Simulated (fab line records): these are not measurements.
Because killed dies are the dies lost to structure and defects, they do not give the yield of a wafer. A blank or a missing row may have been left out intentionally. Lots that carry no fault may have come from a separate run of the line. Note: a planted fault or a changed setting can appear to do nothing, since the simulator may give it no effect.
fab line records	flow n5_finfet	part 1 of 2: steps 1 to 17 of 30
record: lots: 5	wafers: 15	last_day: 16
route steps=1938 shown BEOL_M2@850
lots with no fault: from the same line, run without faults
start_h: hours from the record's opening day to when the first of the lot's shown wafers began	wait_h: hours elapsed since this lot's preceding step	" unchanged from the row above	L1.1+2: a single row standing in for several wafers	- no value, or no start was given	* or withheld: withheld	< > ~ a bound
route shown NAME@n: NAME is a module with steps in the file, n the number in the route of the first one	usual: mean/standard deviation of fault-free wafers	same: alike in all rows	chamber/n: place in a boat	sites: per-site readings	_std_site: the values' standard deviation	_edge_site: outer sites' mean less inner sites'	radius_mm: how far each site lies from the wafer's centre	mask NAME#n: copy n	behind: tool/chamber where the wafer was last shaped	hold: what put the lot on hold/how long, in hours/how the hold closed	device: transistor that didn't switch, given as n, p or np	end of line: the tests these same wafers got at the end of their route	a step given without rows: its recipe and nothing more	killed: dies lost to structure and defects at the first sort, not the wafer's yield	map: the dies of a wafer, with x for killed, . for not killed, _ for no die there
set.NAME: setting as actually run; set.NAME@STEP: the setting as run at that earlier step	model.NAME: the simulator's own value behind a step, which no gauge read
certain route steps with their lots: each step a table, each wafer a row
services: from which hour (start_h, from the record's first day; less than 0 if before it) a tool's chamber was out of use, for how many hours, and why
== steps ==
step: N5_BEOL_M2_SOFTBAKE_06
recipe: temp_c: 110	time_s: 60	resist: CAR-EUV
lot.wafer	tool	chamber	start_h	wait_h
L074.1+2+4	litho_track-05	0	-	-
L081.1+3+5	litho_track-05	0	-	-
L087.4+5+6	litho_track-02	0	-	-
L090.1+4+6	litho_track-05	0	-	-
L092.1+3+5	litho_track-05	0	-	-
step: N5_BEOL_M2_EXPOSE_08
recipe: mask_id: M2	na: 0.33	source_shape: dipole	sigma_inner: 0.369	sigma_outer: 0.767	polarization: unpolarized	dose_mj: 41.25
usual: focus_offset_nm: -0.1/0.47	reticle_temp_C: 22.99/0.11
same: sigma_outer: 0.767
lot.wafer	tool	chamber	start_h	wait_h	mask	focus_offset_nm	reticle_temp_C
L074.1	euv_scanner-02	0	138.02	-	M2#0	-0.2	23.07
L074.2	"	0	"	"	M2#0	-0.7	23.06
L074.4	"	0	"	"	M2#0	0.8	22.92
L081.1	euv_scanner-01	0	173.95	-	M2#0	-0.8	23.08
L081.3	"	0	"	"	M2#0	-0.5	23.10
L081.5	"	0	"	"	M2#0	-0.5	22.99
L087.4	euv_scanner-02	0	212.00	-	M2#0	-1.4	23.07
L087.5	"	0	"	"	M2#0	-0.3	22.92
L087.6	"	0	"	"	M2#0	-0.1	22.95
L090.1	euv_scanner-01	0	231.28	-	M2#0	0.0	23.05
L090.4	"	0	"	"	M2#0	-0.5	22.96
L090.6	"	0	"	"	M2#0	0.2	23.15
L092.1	euv_scanner-02	0	258.53	-	M2#0	0.9	23.09
L092.3	"	0	"	"	M2#0	0.1	23.03
L092.5	"	0	"	"	M2#0	0.1	22.98
step: N5_BEOL_M2_PEB_09
recipe: peb_temp_c: 100	peb_time_s: 60	resist: CAR-EUV
lot.wafer	tool	chamber	start_h	wait_h
L074.1+2+4	litho_track-05	0	138.08	0.1
L081.1+3+5	litho_track-05	0	174.01	0.1
L087.4+5+6	litho_track-01	0	212.05	0.0
L090.1+4+6	litho_track-02	0	231.35	0.1
L092.1+3+5	litho_track-05	0	258.60	0.1
step: N5_BEOL_M2_DEVELOP_10
recipe: develop_time_s: 30	developer: TMAH	resist: CAR-EUV	rinse_liquid: surfactant_rinse	dry: air_spin	dev_temp_c: 23
lot.wafer	tool	chamber	start_h	wait_h
L074.1+2+4	litho_track-05	0	-	-
L081.1+3+5	litho_track-05	0	-	-
L087.4+5+6	litho_track-01	0	-	-
L090.1+4+6	litho_track-02	0	-	-
L092.1+3+5	litho_track-05	0	-	-
step: N5_BEOL_M2_CD_MEAS_11
recipe: target_cd_nm: 16.79	landing_energy_ev: 500	detector: se_inlens	polarity: opening
usual: cd_nm: 16.69/0.25
lot.wafer	tool	chamber	start_h	wait_h	cd_nm
L074.1	cd_sem-03	0	138.15	-	16.69
L074.2	"	0	"	"	16.59
L074.4	"	0	"	"	16.68
L081.1	cd_sem-03	0	174.08	-	16.63
L081.3	"	0	"	"	16.50
L081.5	"	0	"	"	16.56
L087.4	cd_sem-02	0	212.12	-	16.89
L087.5	"	0	"	"	16.71
L087.6	"	0	"	"	16.49
L090.1	cd_sem-01	0	231.42	-	16.41
L090.4	"	0	"	"	16.42
L090.6	"	0	"	"	16.48
L092.1	cd_sem-01	0	258.66	-	16.49
L092.3	"	0	"	"	16.70
L092.5	"	0	"	"	16.99
step: N5_BEOL_M2_OVL_MEAS_12
recipe: points_per_wafer: 522
usual: M2_OVL: 0.3/0.73
lot.wafer	tool	chamber	start_h	wait_h	M2_OVL[nm]
L074.1	overlay-02	0	138.18	0.0	1.1
L074.2	"	0	"	"	-0.1
L074.4	"	0	"	"	-0.3
L081.1	overlay-02	0	174.11	0.0	-0.9
L081.3	"	0	"	"	-0.7
L081.5	"	0	"	"	0.0
L087.4	overlay-01	0	212.16	0.0	0.1
L087.5	"	0	"	"	-0.2
L087.6	"	0	"	"	0.9
L090.1	overlay-02	0	231.45	0.0	1.0
L090.4	"	0	"	"	0.4
L090.6	"	0	"	"	0.6
L092.1	overlay-02	0	258.69	0.0	0.4
L092.3	"	0	"	"	0.8
L092.5	"	0	"	"	0.5
step: N5_BEOL_M2_INSPECT_13
recipe: mode: adi	inspect_instrument: brightfield
usual: raw_defect_count: 374/92
lot.wafer	tool	chamber	start_h	wait_h	raw_defect_count
L074.1	defect_inspect-01	-	138.24	0.1	279
L074.2	"	-	"	"	249
L074.4	"	-	"	"	321
L081.1	defect_inspect-02	-	174.17	0.1	472
L081.3	"	-	"	"	499
L081.5	"	-	"	"	453
L087.4	defect_inspect-02	-	212.20	0.0	291
L087.5	"	-	"	"	332
L087.6	"	-	"	"	352
L090.1	defect_inspect-02	-	231.50	0.1	271
L090.4	"	-	"	"	298
L090.6	"	-	"	"	289
L092.1	defect_inspect-02	-	258.75	0.1	328
L092.3	"	-	"	"	300
L092.5	"	-	"	"	351
step: N5_BEOL_M2_DESCUM_16
recipe: chemistry: O2	time_s: 7	source_power_w: 50	bias_power_w: 20	pressure_mtorr: 20	rf_frequency_hz: 2.712e+07	temp_c: 40	resist: CAR-EUV	o2_flow_sccm: 225
usual: chamber_pressure_mTorr: 19.998/0.019	drypump_motor_current_A: 5.8/0.43	oes_product_au: 0.78/0.11	rf_vpp_V: 242.8/1.6	showerhead_plenum_p_Torr: 2.07/0.09	throttle_valve_pct: 20.31/0.19
lot.wafer	tool	chamber	start_h	wait_h	chamber_pressure_mTorr	drypump_motor_current_A	oes_product_au	rf_hours_counter_h	rf_vpp_V	showerhead_plenum_p_Torr	throttle_valve_pct
L074.1	rie_diel-05	1	138.27	0.0	20.002	6.2	0.78	142	244.7	2.17	20.44
L074.2	"	3	"	"	19.950	5.5	0.96	8	241.7	2.02	20.25
L074.4	"	2	"	"	19.981	5.4	0.76	-	239.6	1.91	20.24
L081.1	rie_diel-04	1	174.20	0.0	19.991	5.4	0.68	223	244.0	2.17	20.30
L081.3	"	3	"	"	20.031	6.0	0.96	8	242.4	2.05	19.95
L081.5	"	2	"	"	20.024	5.3	0.68	-	243.3	2.04	20.54
L087.4	rie_diel-02	1	212.52	0.3	19.984	5.9	0.91	-	244.0	2.17	20.31
L087.5	"	0	"	"	19.996	6.1	0.68	-	242.0	2.00	20.43
L087.6	"	3	"	"	19.993	6.6	0.68	-	242.2	2.07	20.24
L090.1	rie_diel-04	2	231.54	0.0	19.981	5.3	0.66	264	242.6	2.03	20.56
L090.4	"	3	"	"	19.996	6.0	0.90	-	242.4	2.04	20.00
L090.6	"	0	"	"	20.009	5.6	0.85	-	244.4	2.22	20.50
L092.1	rie_diel-05	3	258.79	0.0	20.005	5.6	0.87	44	242.5	2.01	20.31
L092.3	"	0	"	"	19.971	5.1	0.90	37	243.5	2.13	19.89
L092.5	"	1	"	"	20.003	6.1	0.75	-	244.8	2.16	20.51
step: N5_BEOL_M2_ETCH_74
recipe: chemistry: N2/H2	target: underlayer	target_depth_a: 65	mask_material: CAR-EUV	time_s: 5.2	ion_energy_ev: 200	pressure_mtorr: 30	source_w: 840	bias_w: 150	n2_flow_sccm: 200	h2_flow_sccm: 200	ends: cleared
usual: bias_w: 150.1/0.41	chamber_pressure_mTorr: 30.00/0.043	drypump_motor_current_A: 5.8/0.42	etch_rf_on_time_s: 5.32/0.2	h2_flow_sccm: 200.0/0.59	oes_product_au: 0.66/0.091	rf_vpp_V: 523/3.2	showerhead_plenum_p_Torr: 2.53/0.11	throttle_valve_pct: 17.84/0.27
lot.wafer	tool	chamber	start_h	wait_h	bias_w	chamber_pressure_mTorr	drypump_motor_current_A	etch_rf_on_time_s	h2_flow_sccm	oes_product_au	rf_hours_counter_h	rf_vpp_V	showerhead_plenum_p_Torr	throttle_valve_pct
L074.1	rie_diel-05	1	138.31	0.0	150.5	30.01	6.2	5.29	199.8	0.65	142	526	2.65	17.87
L074.2	"	3	"	"	150.3	29.95	5.6	4.83	199.8	0.86	8	524	2.50	18.04
L074.4	"	2	"	"	149.6	30.05	5.5	5.41	200.1	0.62	-	516	2.33	17.70
L081.1	rie_diel-04	1	174.24	0.0	150.1	29.98	5.5	5.34	199.6	0.59	223	525	2.62	17.73
L081.3	"	3	"	"	150.6	29.99	6.1	5.16	200.7	0.81	8	523	2.48	17.30
L081.5	"	2	"	"	150.4	29.95	5.3	5.42	200.2	0.57	-	525	2.53	18.37
L087.4	rie_diel-02	1	212.54	0.0	150.1	29.96	5.9	5.57	200.0	0.74	-	524	2.61	17.69
L087.5	"	0	"	"	149.8	30.03	6.1	5.28	199.9	0.58	-	520	2.42	17.79
L087.6	"	3	"	"	150.6	29.94	6.6	5.60	200.5	0.57	-	524	2.52	17.84
L090.1	rie_diel-04	2	231.57	0.0	149.9	29.97	5.3	5.44	200.4	0.56	264	524	2.52	18.41
L090.4	"	3	"	"	149.8	29.99	6.0	5.22	198.7	0.75	-	523	2.47	17.33
L090.6	"	0	"	"	150.2	30.01	5.6	5.20	200.0	0.71	-	528	2.71	17.94
L092.1	rie_diel-05	3	258.82	0.0	150.3	29.96	5.6	4.90	200.5	0.77	44	524	2.49	18.10
L092.3	"	0	"	"	149.3	29.99	5.1	5.03	200.3	0.76	37	527	2.61	17.44
L092.5	"	1	"	"	149.9	30.00	6.1	5.35	200.1	0.61	-	525	2.63	17.92
step: N5_BEOL_M2_ETCH_63
recipe: chemistry: CF4	target: SiARC	target_depth_a: 156	mask_material: CAR-EUV	time_s: 26	ion_energy_ev: 80	pressure_mtorr: 40	source_w: 545	bias_w: 36	Ar_flow_sccm: 100	cf4_flow_sccm: 100	ends: cleared
usual: bias_w: 36.03/0.11	chamber_pressure_mTorr: 40.00/0.033	drypump_motor_current_A: 5.8/0.42	etch_rf_on_time_s: 26.4/0.98	oes_product_au: 0.66/0.09	rf_vpp_V: 183.8/1.4	showerhead_plenum_p_Torr: 2.12/0.083	throttle_valve_pct: 15.52/0.26
lot.wafer	tool	chamber	start_h	wait_h	bias_w	chamber_pressure_mTorr	drypump_motor_current_A	etch_rf_on_time_s	oes_product_au	rf_hours_counter_h	rf_vpp_V	showerhead_plenum_p_Torr	throttle_valve_pct
L074.1	rie_diel-05	1	138.32	0.0	36.02	40.01	6.2	26.6	0.65	142	185.8	2.23	15.71
L074.2	"	3	"	"	36.02	39.95	5.6	24.5	0.83	8	185.0	2.12	15.69
L074.4	"	2	"	"	36.20	40.00	5.5	27.0	0.62	-	182.1	1.97	15.51
L081.1	rie_diel-04	1	174.25	0.0	35.91	39.96	5.5	26.6	0.58	223	184.8	2.20	15.46
L081.3	"	3	"	"	35.99	39.97	6.0	26.5	0.80	8	182.4	2.11	15.18
L081.5	"	2	"	"	36.09	39.98	5.3	26.8	0.58	-	182.8	2.11	15.87
L087.4	rie_diel-02	1	212.56	0.0	35.97	39.99	5.9	27.6	0.75	-	185.2	2.17	15.12
L087.5	"	0	"	"	36.06	40.04	6.1	26.1	0.58	-	183.2	2.04	15.53
L087.6	"	3	"	"	36.04	39.94	6.6	28.2	0.56	-	185.0	2.11	15.41
L090.1	rie_diel-04	2	231.59	0.0	36.01	39.98	5.3	26.6	0.57	264	183.7	2.10	15.94
L090.4	"	3	"	"	36.07	40.06	6.0	26.2	0.75	-	183.9	2.10	15.22
L090.6	"	0	"	"	36.23	40.01	5.5	25.6	0.71	-	186.9	2.27	15.67
L092.1	rie_diel-05	3	258.84	0.0	36.11	40.03	5.5	24.7	0.76	44	183.3	2.11	15.76
L092.3	"	0	"	"	35.94	39.99	5.1	24.5	0.77	37	184.3	2.19	15.18
L092.5	"	1	"	"	35.95	40.04	6.1	26.6	0.61	-	184.4	2.22	15.81
step: N5_BEOL_M2_ETCH_64
recipe: chemistry: N2/H2	target: SOC	target_depth_a: 750	overetch_a: 225	mask_material: SiARC	temp_c: 40	time_s: 121.9	ion_energy_ev: 200	pressure_mtorr: 30	source_w: 840	bias_w: 150	n2_flow_sccm: 200	h2_flow_sccm: 200
usual: bias_w: 149.9/0.4	chamber_pressure_mTorr: 30.001/0.027	drypump_motor_current_A: 5.8/0.43	h2_flow_sccm: 200.0/0.63	oes_product_au: 0.59/0.075	rf_vpp_V: 523.1/2.9	showerhead_plenum_p_Torr: 2.53/0.11	throttle_valve_pct: 17.80/0.27
lot.wafer	tool	chamber	start_h	wait_h	bias_w	chamber_pressure_mTorr	drypump_motor_current_A	h2_flow_sccm	oes_product_au	rf_hours_counter_h	rf_vpp_V	showerhead_plenum_p_Torr	throttle_valve_pct
L074.1	rie_diel-05	1	138.35	0.0	149.4	29.991	6.2	200.2	0.59	142	526.1	2.64	17.80
L074.2	"	3	"	"	149.8	29.922	5.6	201.1	0.72	8	522.0	2.50	18.01
L074.4	"	2	"	"	149.7	29.954	5.5	200.0	0.57	-	516.8	2.33	17.69
L081.1	rie_diel-04	1	174.28	0.0	150.7	30.007	5.4	199.8	0.52	223	525.4	2.62	17.71
L081.3	"	3	"	"	149.6	29.989	6.0	200.9	0.72	8	521.8	2.48	17.24
L081.5	"	2	"	"	149.6	30.010	5.3	201.2	0.52	-	522.8	2.53	18.34
L087.4	rie_diel-02	1	212.63	0.1	149.4	29.988	5.9	199.4	0.69	-	524.3	2.61	17.64
L087.5	"	0	"	"	149.4	30.013	6.2	200.1	0.52	-	520.2	2.42	17.79
L087.6	"	3	"	"	149.7	30.012	6.6	200.2	0.53	-	523.5	2.52	17.81
L090.1	rie_diel-04	2	231.62	0.0	150.3	30.008	5.3	200.1	0.50	264	522.4	2.52	18.39
L090.4	"	3	"	"	149.8	30.003	6.0	198.4	0.68	-	522.7	2.47	17.29
L090.6	"	0	"	"	150.2	29.980	5.6	200.1	0.63	-	528.6	2.71	17.93
L092.1	rie_diel-05	3	258.87	0.0	150.2	29.960	5.5	200.5	0.66	44	522.7	2.49	18.07
L092.3	"	0	"	"	149.6	30.041	5.1	199.4	0.66	37	525.8	2.61	17.38
L092.5	"	1	"	"	149.4	30.029	6.1	200.4	0.56	-	527.4	2.63	17.89
step: N5_BEOL_M2_STRIP_65
recipe: chemistry: N2/H2	temp_c: 40	n2_flow_sccm: 200	h2_flow_sccm: 200	rf_frequency_hz: 6e+07
lot.wafer	tool	chamber	start_h	wait_h
L074.1+2+4	rie_diel-05	1,3,2	138.46	0.1
L081.1+3+5	rie_diel-04	1,3,2	174.39	0.1
L087.4+5+6	rie_diel-02	1,0,3	212.70	0.0
L090.1+4+6	rie_diel-04	2,3,0	231.73	0.1
L092.1+3+5	rie_diel-05	3,0,1	258.98	0.1
step: N5_BEOL_M2_STRIP_75
recipe: chemistry: N2/H2	temp_c: 40	n2_flow_sccm: 200	h2_flow_sccm: 200	rf_frequency_hz: 6e+07
lot.wafer	tool	chamber	start_h	wait_h
L074.1+2+4	rie_diel-05	1,3,2	138.47	0.0
L081.1+3+5	rie_diel-04	1,3,2	174.40	0.0
L087.4+5+6	rie_diel-02	1,0,3	212.71	0.0
L090.1+4+6	rie_diel-04	2,3,0	231.74	0.0
L092.1+3+5	rie_diel-05	3,0,1	258.99	0.0
step: N5_BEOL_M2_STRIP_66
recipe: chemistry: CF4	resist: SiARC	power_w: 300	bias_power_w: 75	pressure_mtorr: 50	cf4_flow_sccm: 150	rf_frequency_hz: 6e+07
usual: chamber_pressure_mTorr: 50.00/0.049	drypump_motor_current_A: 5.8/0.42	oes_product_au: 0.77/0.098	rf_vpp_V: 270.9/1.7	showerhead_plenum_p_Torr: 1.78/0.072	throttle_valve_pct: 13.50/0.28
lot.wafer	tool	chamber	start_h	wait_h	chamber_pressure_mTorr	drypump_motor_current_A	oes_product_au	rf_hours_counter_h	rf_vpp_V	showerhead_plenum_p_Torr	throttle_valve_pct
L074.1	rie_diel-05	1	138.48	0.0	50.00	6.1	0.76	142	272.1	1.88	13.73
L074.2	"	3	"	"	50.00	5.6	0.94	8	271.4	1.77	13.58
L074.4	"	2	"	"	50.01	5.5	0.74	-	267.8	1.66	13.52
L081.1	rie_diel-04	1	174.41	0.0	50.03	5.4	0.69	223	272.2	1.84	13.48
L081.3	"	3	"	"	50.06	6.1	0.95	8	271.3	1.77	13.12
L081.5	"	2	"	"	50.03	5.3	0.69	-	271.2	1.77	13.88
L087.4	rie_diel-02	1	212.72	0.0	50.03	5.9	0.90	-	273.8	1.82	13.08
L087.5	"	0	"	"	49.96	6.1	0.68	-	269.7	1.70	13.52
L087.6	"	3	"	"	49.98	6.5	0.68	-	271.1	1.75	13.34
L090.1	rie_diel-04	2	231.75	0.0	50.04	5.3	0.67	264	271.7	1.76	13.94
L090.4	"	3	"	"	49.94	6.0	0.88	-	269.8	1.76	13.15
L090.6	"	0	"	"	50.04	5.6	0.82	-	272.6	1.91	13.68
L092.1	rie_diel-05	3	259.00	0.0	50.05	5.5	0.86	44	271.1	1.76	13.65
L092.3	"	0	"	"	50.00	5.1	0.86	37	270.4	1.83	13.13
L092.5	"	1	"	"	50.00	6.1	0.73	-	272.7	1.87	13.82
step: N5_BEOL_M2_HM_OPEN_17
recipe: chemistry: Cl2/BCl3	target_depth_a: 200	overetch_a: 60	target: TiN	mask_material: SOC	ion_energy_ev: 150	pressure_mtorr: 10	icp_w: 1000	bias_w: 126	Cl2_flow_sccm: 53.25	bcl3_flow_sccm: 21.75	Ar_flow_sccm: 25
usual: bcl3_flow_sccm: 21.76/0.063	bias_w: 126.0/0.37	chamber_pressure_mTorr: 10.000/0.0094	drypump_motor_current_A: 5.7/0.46	oes_product_au: 0.60/0.083	throttle_valve_pct: 22.38/0.18
lot.wafer	tool	chamber	start_h	wait_h	bcl3_flow_sccm	bias_w	chamber_pressure_mTorr	drypump_motor_current_A	oes_product_au	rf_hours_counter_h	throttle_valve_pct
L074.1	rie_metal-03	1	138.52	0.0	21.77	125.9	9.993	5.2	0.62	64	22.24
L074.2	"	0	"	"	21.71	125.5	10.001	6.4	0.58	91	22.19
L074.4	"	0	"	"	21.80	125.7	10.008	6.4	0.57	-	22.21
L081.1	rie_metal-02	1	174.46	0.0	21.81	126.4	9.998	5.9	0.83	1	22.23
L081.3	"	1	"	"	21.85	125.9	9.987	5.9	0.83	-	22.23
L081.5	"	1	"	"	21.84	126.0	9.998	5.9	0.83	-	22.26
L087.4	rie_metal-01	1	212.78	0.1	21.68	126.2	10.012	5.8	0.58	-	22.18
L087.5	"	0	"	"	21.72	125.9	10.001	6.1	0.59	-	22.60
L087.6	"	1	"	"	21.78	125.5	9.999	5.8	0.58	-	22.16
L090.1	rie_metal-01	1	231.79	0.0	21.86	125.9	9.995	5.8	0.56	93	22.21
L090.4	"	0	"	"	21.68	125.6	9.997	6.1	0.61	-	22.58
L090.6	"	0	"	"	21.70	125.9	10.017	6.1	0.60	-	22.60
L092.1	rie_metal-01	0	259.04	0.0	21.64	126.1	9.994	6.1	0.59	75	22.61
L092.3	"	1	"	"	21.77	125.6	10.009	5.8	0.56	-	22.22
L092.5	"	1	"	"	21.73	124.7	10.000	5.8	0.56	-	22.20
step: N5_BEOL_M2_STRIP_19
recipe: chemistry: O2	power_w: 400	temp_c: 40	pressure_mtorr: 30	rf_frequency_hz: 6e+07	bias_power_w: 0	overash_fraction: 0.2	o2_flow_sccm: 225
usual: chamber_pressure_mTorr: 29.998/0.027	drypump_motor_current_A: 5.8/0.42	oes_product_au: 0.78/0.11	rf_vpp_V: 3.7/0.48	showerhead_plenum_p_Torr: 2.08/0.087	throttle_valve_pct: 16.57/0.2
lot.wafer	tool	chamber	start_h	wait_h	chamber_pressure_mTorr	drypump_motor_current_A	oes_product_au	rf_hours_counter_h	rf_vpp_V	showerhead_plenum_p_Torr	throttle_valve_pct
L074.1	rie_diel-04	2	138.69	0.1	29.958	5.3	0.70	222	4.0	2.05	16.80
L074.2	"	0	"	"	30.020	5.6	0.91	32	3.5	2.24	16.63
L074.4	"	2	"	"	29.974	5.3	0.70	-	4.5	2.05	16.81
L081.1	rie_diel-04	1	174.60	0.1	29.958	5.5	0.68	223	4.0	2.17	16.57
L081.3	"	3	"	"	30.035	6.0	0.95	8	3.5	2.05	16.17
L081.5	"	2	"	"	30.017	5.3	0.68	-	3.0	2.05	16.84
L087.4	rie_diel-02	3	212.89	0.1	30.034	6.6	0.68	-	3.6	2.07	16.52
L087.5	"	0	"	"	29.972	6.1	0.67	-	4.1	2.00	16.68
L087.6	"	1	"	"	29.973	5.9	0.91	-	3.6	2.18	16.47
L090.1	rie_diel-04	2	231.91	0.1	29.949	5.3	0.66	264	4.0	2.04	16.89
L090.4	"	3	"	"	30.020	6.1	0.91	-	3.2	2.04	16.21
L090.6	"	2	"	"	30.000	5.3	0.66	-	4.0	2.04	16.89
L092.1	rie_diel-05	1	259.17	0.1	29.976	6.2	0.74	186	4.0	2.16	16.78
L092.3	"	2	"	"	29.992	5.5	0.72	201	4.5	1.90	16.61
L092.5	"	3	"	"	29.957	5.5	0.87	-	3.9	2.01	16.58
step: N5_BEOL_M2_CD_MEAS_18
recipe: pitch_nm: 36	target_cd_nm: 18
usual: cd_nm: 18.0/0.37
lot.wafer	tool	chamber	start_h	wait_h	cd_nm
L074.1	cd_sem-03	-	138.76	0.0	17.7
L074.2	"	-	"	"	18.2
L074.4	"	-	"	"	18.6
L081.1	cd_sem-03	-	174.67	0.0	17.1
L081.3	"	-	"	"	17.7
L081.5	"	-	"	"	18.0
L087.4	cd_sem-03	-	212.94	0.0	16.9
L087.5	"	-	"	"	18.0
L087.6	"	-	"	"	17.7
L090.1	cd_sem-01	-	231.98	0.0	17.9
L090.4	"	-	"	"	18.0
L090.6	"	-	"	"	17.8
L092.1	cd_sem-03	-	259.24	0.0	18.2
L092.3	"	-	"	"	17.9
L092.5	"	-	"	"	18.5
